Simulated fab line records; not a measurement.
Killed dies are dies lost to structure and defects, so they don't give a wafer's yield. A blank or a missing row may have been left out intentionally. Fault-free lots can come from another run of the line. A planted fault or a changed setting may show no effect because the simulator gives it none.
fab line records ; flow n5_finfet
record lots=7; wafers=39
route steps=1938 shown DUMMY_GATE@237 SD_EPI_P@321 SD_ACTIVATION@330
start_h: the number of hours between the record's first day and the start of the first shown wafer of the lot ; wait_h: hours since the lot's step before ; " same as the row above ; L1.1+2: one row covering several wafers at once ; - either no value or no given start ; * or withheld: withheld ; < > ~ a bound
route shown NAME@n: names a module that has steps shown in the file, with the first one's number in the route ; usual: average and standard deviation across the fault-free wafers ; same: alike in all rows ; chamber/n: place in a boat ; sites: per-site readings ; _std_site: how widely they spread, as a standard deviation ; _edge_site: inner sites' mean taken away from outer sites' mean ; radius_mm: how far each site lies from the wafer's centre ; mask NAME#n: copy n ; behind: the tool/chamber that last shaped the wafer ; hold: what put the lot on hold/how long, in hours/how the hold closed ; device: names the non-switching transistor (n, p or np) ; end of line: tests run on the same wafers once the route is complete ; a step given without rows: its recipe and nothing more ; killed: count of dies lost to structure and defects at first sort (not the wafer's yield) ; map: dies across one wafer; x = killed, . = not, _ = none there
set.NAME: the setting as run; set.NAME@STEP: as run at that earlier step ; model.NAME: the simulator's own value behind a step, which no gauge read
lots where settings were altered on purpose, with a table for each step and a row for each wafer
## steps
# step N5_DUMMY_GATE_ETCH_37
# recipe chemistry=N2/H2; target=SOC; target_depth_a=600; overetch_a=300; temp_c=40; ion_energy_ev=200; pressure_mtorr=30; source_w=840; bias_w=150; n2_flow_sccm=200; h2_flow_sccm=200
# usual rf_vpp_V=524.5/2.6
lot.wafer;tool;chamber;start_h;wait_h;set.source_w;rf_vpp_V
L076.2;rie_diel-03;1;62.45;0.0;840;523.9
L076.4;rie_diel-03;2;62.45;0.0;840;526.1
L076.6;rie_diel-03;1;62.45;0.0;840;522.9
L079.1;rie_diel-05;2;76.26;0.0;689.8;554.3
L079.2;rie_diel-05;0;76.26;0.0;840;520.9
L079.3;rie_diel-05;3;76.26;0.0;689.8;560.9
L079.4;rie_diel-05;1;76.26;0.0;689.8;563.4
L079.5;rie_diel-05;3;76.26;0.0;840;525.4
L079.6;rie_diel-05;2;76.26;0.0;840;520.4
L086.1;rie_diel-05;3;124.60;0.0;840;525.7
L086.2;rie_diel-05;0;124.60;0.0;714.1;551.7
L086.3;rie_diel-05;2;124.60;0.0;840;519.9
L086.4;rie_diel-05;1;124.60;0.0;714.1;555.4
L086.5;rie_diel-05;1;124.60;0.0;840;528.9
L086.6;rie_diel-05;2;124.60;0.0;714.1;547.8
L088.1;rie_diel-03;2;133.83;0.0;840;525.4
L088.2;rie_diel-03;3;133.83;0.0;840;525.6
L088.3;rie_diel-03;1;133.83;0.0;952.6;501.4
L088.4;rie_diel-03;0;133.83;0.0;840;528.0
L088.5;rie_diel-03;1;133.83;0.0;952.6;501.2
L088.6;rie_diel-03;2;133.83;0.0;952.6;503.8
L090.1;rie_diel-02;0;142.25;0.0;840;524.9
L090.2;rie_diel-02;1;142.25;0.0;840;522.0
L090.3;rie_diel-02;2;142.25;0.0;840;527.5
L090.4;rie_diel-02;3;142.25;0.0;840;520.8
L090.5;rie_diel-02;0;142.25;0.0;840;525.5
L090.6;rie_diel-02;3;142.25;0.0;840;521.6
L091.1;rie_diel-05;0;153.74;0.0;840;521.8
L091.2;rie_diel-05;1;153.74;0.0;840;527.3
L091.3;rie_diel-05;2;153.74;0.0;897.4;508.5
L091.4;rie_diel-05;3;153.74;0.0;897.4;515.9
L091.5;rie_diel-05;0;153.74;0.0;897.4;512.2
L091.6;rie_diel-05;1;153.74;0.0;840;527.0
L092.1;rie_diel-03;3;155.09;0.0;840;524.5
L092.2;rie_diel-03;2;155.09;0.0;799.2;533.8
L092.3;rie_diel-03;0;155.09;0.0;840;526.5
L092.4;rie_diel-03;3;155.09;0.0;799.2;532.5
L092.5;rie_diel-03;2;155.09;0.0;799.2;533.9
L092.6;rie_diel-03;0;155.09;0.0;840;524.8
# step N5_DUMMY_GATE_ETCH_32
# recipe chemistry=CF4; target=SiO2; target_depth_a=35; time_s=3.9; ion_energy_ev=350; pressure_mtorr=10; icp_w=800; bias_w=400; cf4_flow_sccm=80
lot.wafer;tool;chamber;start_h;wait_h;set.time_s;model.etch.depth_nm
L076.2;rie_si-03;1;63.06;0.1;3.9;3.531
L076.4;rie_si-03;0;63.06;0.1;3.9;3.608
L076.6;rie_si-03;1;63.06;0.1;3.9;3.551
L079.1;rie_si-04;3;76.78;0.1;3.9;3.374
L079.2;rie_si-04;0;76.78;0.1;3.298;2.887
L079.3;rie_si-04;1;76.78;0.1;3.298;2.858
L079.4;rie_si-04;2;76.78;0.1;3.9;3.398
L079.5;rie_si-04;0;76.78;0.1;3.298;2.882
L079.6;rie_si-04;1;76.78;0.1;3.9;3.395
L086.1;rie_si-03;3;125.18;0.1;3.9;3.454
L086.2;rie_si-03;0;125.18;0.1;4.613;4.291
L086.3;rie_si-03;2;125.18;0.1;4.613;4.03
L086.4;rie_si-03;1;125.18;0.1;3.9;3.533
L086.5;rie_si-03;3;125.18;0.1;3.9;3.436
L086.6;rie_si-03;2;125.18;0.1;4.613;4.049
L088.1;rie_si-03;3;134.62;0.1;3.9;3.422
L088.2;rie_si-03;2;134.62;0.1;3.157;2.758
L088.3;rie_si-03;0;134.62;0.1;3.157;2.938
L088.4;rie_si-03;0;134.62;0.1;3.9;3.634
L088.5;rie_si-03;2;134.62;0.1;3.9;3.408
L088.6;rie_si-03;3;134.62;0.1;3.157;2.797
L090.1;rie_si-06;2;143.00;0.1;3.482;3.078
L090.2;rie_si-06;0;143.00;0.1;3.9;3.658
L090.3;rie_si-06;1;143.00;0.1;3.482;3.186
L090.4;rie_si-06;3;143.00;0.1;3.482;3.161
L090.5;rie_si-06;3;143.00;0.1;3.9;3.508
L090.6;rie_si-06;0;143.00;0.1;3.9;3.664
L091.1;rie_si-04;0;154.27;0.1;3.9;3.397
L091.2;rie_si-04;2;154.27;0.1;4.473;3.905
L091.3;rie_si-04;3;154.27;0.1;4.473;3.946
L091.4;rie_si-04;1;154.27;0.1;3.9;3.377
L091.5;rie_si-04;2;154.27;0.1;3.9;3.381
L091.6;rie_si-04;3;154.27;0.1;4.473;3.94
L092.1;rie_si-04;2;155.62;0.1;3.663;3.217
L092.2;rie_si-04;1;155.62;0.1;3.9;3.381
L092.3;rie_si-04;0;155.62;0.1;3.9;3.394
L092.4;rie_si-04;3;155.62;0.1;3.663;3.23
L092.5;rie_si-04;2;155.62;0.1;3.663;3.197
L092.6;rie_si-04;3;155.62;0.1;3.9;3.449
# step N5_DUMMY_GATE_ETCH_42
# recipe chemistry=CHF3/O2; target=SiO2; target_depth_a=35; time_s=31; ion_energy_ev=30; bias_w=12; pressure_mtorr=30; source_w=600; Ar_flow_sccm=200; CHF3_flow_sccm=50; O2_flow_sccm=5
# usual rf_vpp_V=42.8/1
lot.wafer;tool;chamber;start_h;wait_h;set.bias_w;rf_vpp_V
L076.2;rie_diel-03;3;63.45;0.2;12;43.9
L076.4;rie_diel-03;1;63.45;0.2;12;41.9
L076.6;rie_diel-03;1;63.45;0.2;12;42.8
L079.1;rie_diel-02;1;77.04;0.0;12;41.6
L079.2;rie_diel-02;3;77.04;0.0;10.4;38.4
L079.3;rie_diel-02;2;77.04;0.0;12;42.1
L079.4;rie_diel-02;0;77.04;0.0;10.4;38.0
L079.5;rie_diel-02;2;77.04;0.0;12;42.4
L079.6;rie_diel-02;3;77.04;0.0;10.4;36.6
L086.1;rie_diel-02;0;125.50;0.1;14.13;48.4
L086.2;rie_diel-02;2;125.50;0.1;14.13;46.6
L086.3;rie_diel-02;3;125.50;0.1;14.13;46.7
L086.4;rie_diel-02;2;125.50;0.1;12;41.5
L086.5;rie_diel-02;0;125.50;0.1;12;42.3
L086.6;rie_diel-02;3;125.50;0.1;12;41.8
L088.1;rie_diel-05;3;134.90;0.1;13.6;46.2
L088.2;rie_diel-05;0;134.90;0.1;12;42.6
L088.3;rie_diel-05;2;134.90;0.1;13.6;47.3
L088.4;rie_diel-05;1;134.90;0.1;12;44.1
L088.5;rie_diel-05;2;134.90;0.1;13.6;46.4
L088.6;rie_diel-05;3;134.90;0.1;12;42.3
L090.1;rie_diel-02;1;143.35;0.2;12;42.7
L090.2;rie_diel-02;3;143.35;0.2;14.19;48.4
L090.3;rie_diel-02;2;143.35;0.2;14.19;47.4
L090.4;rie_diel-02;0;143.35;0.2;14.19;48.8
L090.5;rie_diel-02;3;143.35;0.2;12;43.6
L090.6;rie_diel-02;0;143.35;0.2;12;43.1
L091.1;rie_diel-02;3;154.61;0.1;12;42.3
L091.2;rie_diel-02;0;154.61;0.1;13.82;47.0
L091.3;rie_diel-02;2;154.61;0.1;12;43.1
L091.4;rie_diel-02;2;154.61;0.1;13.82;47.0
L091.5;rie_diel-02;3;154.61;0.1;12;43.0
L091.6;rie_diel-02;0;154.61;0.1;13.82;48.2
L092.1;rie_diel-03;3;155.99;0.2;12;44.0
L092.2;rie_diel-03;0;155.99;0.2;12;42.1
L092.3;rie_diel-03;2;155.99;0.2;10.61;38.2
L092.4;rie_diel-03;3;155.99;0.2;10.61;40.1
L092.5;rie_diel-03;2;155.99;0.2;10.61;40.1
L092.6;rie_diel-03;0;155.99;0.2;12;44.8
# step N5_SD_EPI_P_EPI_21
# recipe material=SiGe:B; dopant=B; temp_c=550; pressure_torr=20; ambient=H2; time_s=355
lot.wafer;tool;chamber;start_h;wait_h;set.pressure_torr;model.SiGe-B_of_SD_EPI_P_EPI_21.thk_nm
L076.2;epi_rpcvd-04;0;71.62;0.5;20;60.6
L076.4;epi_rpcvd-04;0;71.62;0.5;20;60.8
L076.6;epi_rpcvd-04;0;71.62;0.5;20;60
L079.1+2;epi_rpcvd-04;0;84.28;0.1;18.05;58
L079.3;epi_rpcvd-04;0;84.28;0.1;18.05;58.4
L079.4;epi_rpcvd-04;0;84.28;0.1;18.05;57.2
L079.5;epi_rpcvd-04;0;84.28;0.1;18.05;57.8
L079.6;epi_rpcvd-04;0;84.28;0.1;18.05;58.2
L086.1+3;epi_rpcvd-04;0;132.66;0.1;22.29;63.6
L086.2+6;epi_rpcvd-04;0;132.66;0.1;22.29;63.4
L086.4;epi_rpcvd-04;0;132.66;0.1;22.29;64.8
L086.5;epi_rpcvd-04;0;132.66;0.1;22.29;62.8
L088.1;epi_rpcvd-04;0;142.22;0.1;16.46;57.6
L088.2;epi_rpcvd-04;0;142.22;0.1;16.46;56.4
L088.3;epi_rpcvd-04;0;142.22;0.1;16.46;56.6
L088.4+5+6;epi_rpcvd-04;0;142.22;0.1;16.46;57
L090.1;epi_rpcvd-03;0;151.40;0.1;20;60.2
L090.2+3;epi_rpcvd-03;0;151.40;0.1;20;59.6
L090.4;epi_rpcvd-03;0;151.40;0.1;20;59
L090.5;epi_rpcvd-03;0;151.40;0.1;20;58.8
L090.6;epi_rpcvd-03;0;151.40;0.1;20;59.8
L091.1+4+6;epi_rpcvd-03;0;162.41;0.1;21.95;62.6
L091.2;epi_rpcvd-03;0;162.41;0.1;21.95;63
L091.3;epi_rpcvd-03;0;162.41;0.1;21.95;62.2
L091.5;epi_rpcvd-03;0;162.41;0.1;21.95;62.8
L092.1+3;epi_rpcvd-04;0;166.00;0.2;23.36;64.6
L092.2+4;epi_rpcvd-04;0;166.00;0.2;23.36;65
L092.5;epi_rpcvd-04;0;167.92;2.0;23.36;64.8
L092.6;epi_rpcvd-04;0;167.92;2.0;23.36;65.8
# step N5_SD_EPI_P_HM_STRIP_48
# recipe chemistry=H3PO4; temp_c=160; material=SiNx; target=SiNx; target_depth_a=30; overetch_fraction=0.3
# step N5_SD_ACTIVATION_RTA_00
# recipe temp_c=975; time_s=0; ambient=N2; idle_temp_c=600; ramp_up_c_per_s=150; ramp_down_c_per_s=60; cool_to_c=600
# step N5_SD_ACTIVATION_LSA_01
# recipe temp_c=1080; time_s=0.0008; ambient=N2
# step N5_SD_ACTIVATION_RS_MEAS_03
# recipe thk_meas_gauge=four-point-probe
# usual RS_SD_N=21.9/0.33; RS_SD_P=56.5/1.1
lot.wafer;tool;chamber;start_h;wait_h;set.pressure_torr@SD_EPI_P_EPI_21;RS_SD_N[ohm/sq];RS_SD_P[ohm/sq]
L076.2;film_metro-02;-;74.08;0.2;20;21.3;56.9
L076.4;film_metro-02;-;74.08;0.2;20;21.7;56.7
L076.6;film_metro-02;-;74.08;0.2;20;21.5;56.8
L079.1;film_metro-01;-;87.31;0.2;18.05;21.6;60.6
L079.2;film_metro-01;-;87.31;0.2;18.05;21.6;60.7
L079.3;film_metro-01;-;87.31;0.2;18.05;21.8;60.3
L079.4;film_metro-01;-;87.31;0.2;18.05;21.4;61.6
L079.5;film_metro-01;-;87.31;0.2;18.05;21.4;61.5
L079.6;film_metro-01;-;87.31;0.2;18.05;21.7;60.8
L086.1;film_metro-01;-;135.46;0.2;22.29;21.8;52.3
L086.2;film_metro-01;-;135.46;0.2;22.29;21.9;53.0
L086.3;film_metro-01;-;135.46;0.2;22.29;22.1;53.1
L086.4;film_metro-01;-;135.46;0.2;22.29;22.3;51.4
L086.5;film_metro-01;-;135.46;0.2;22.29;21.8;53.2
L086.6;film_metro-01;-;135.46;0.2;22.29;21.8;52.6
L088.1;film_metro-01;-;145.04;0.2;16.46;22.0;62.9
L088.2;film_metro-01;-;145.04;0.2;16.46;22.1;63.7
L088.3;film_metro-01;-;145.04;0.2;16.46;21.6;63.2
L088.4;film_metro-01;-;145.04;0.2;16.46;22.2;63.0
L088.5;film_metro-01;-;145.04;0.2;16.46;22.2;63.2
L088.6;film_metro-01;-;145.04;0.2;16.46;22.0;63.4
L090.1;film_metro-02;-;154.32;0.2;20;21.7;56.8
L090.2;film_metro-02;-;154.32;0.2;20;21.7;58.2
L090.3;film_metro-02;-;154.32;0.2;20;21.8;57.7
L090.4;film_metro-02;-;154.32;0.2;20;21.3;58.1
L090.5;film_metro-02;-;154.32;0.2;20;21.9;58.3
L090.6;film_metro-02;-;154.32;0.2;20;21.7;57.9
L091.1;film_metro-01;-;165.21;0.2;21.95;21.9;53.3
L091.2;film_metro-01;-;165.21;0.2;21.95;22.2;53.2
L091.3;film_metro-01;-;165.21;0.2;21.95;21.7;53.9
L091.4;film_metro-01;-;165.21;0.2;21.95;21.8;54.3
L091.5;film_metro-01;-;165.21;0.2;21.95;21.8;53.1
L091.6;film_metro-01;-;165.21;0.2;21.95;22.0;53.8
L092.1;film_metro-02;-;169.52;0.2;23.36;21.9;50.5
L092.2;film_metro-02;-;169.52;0.2;23.36;22.0;50.3
L092.3;film_metro-02;-;169.52;0.2;23.36;22.2;50.8
L092.4;film_metro-02;-;169.52;0.2;23.36;22.1;50.2
L092.5;film_metro-02;-;169.52;0.2;23.36;21.8;50.2
L092.6;film_metro-02;-;169.52;0.2;23.36;22.0;49.8
## key
split step=N5_DUMMY_GATE_ETCH_37; setting=source_w; stated=840; by=wafer
response step=N5_DUMMY_GATE_ETCH_37; reading=rf_vpp_V; change=-1.92; per=1%; r=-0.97
split step=N5_DUMMY_GATE_ETCH_32; setting=time_s; stated=3.9; by=wafer
response step=N5_DUMMY_GATE_ETCH_32; reading=model.etch.depth_nm; change=+0.0357; per=1%; r=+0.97
split step=N5_DUMMY_GATE_ETCH_42; setting=bias_w; stated=12; by=wafer
response step=N5_DUMMY_GATE_ETCH_42; reading=rf_vpp_V; change=+0.302; per=1%; r=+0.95
split step=N5_SD_EPI_P_EPI_21; setting=pressure_torr; stated=20; by=lot
response step=N5_SD_EPI_P_EPI_21; reading=model.SiGe-B_of_SD_EPI_P_EPI_21.thk_nm; change=+0.239; per=1%; r=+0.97
response step=N5_SD_ACTIVATION_RS_MEAS_03; reading=RS_SD_P; change=-0.377; per=1%; r=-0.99
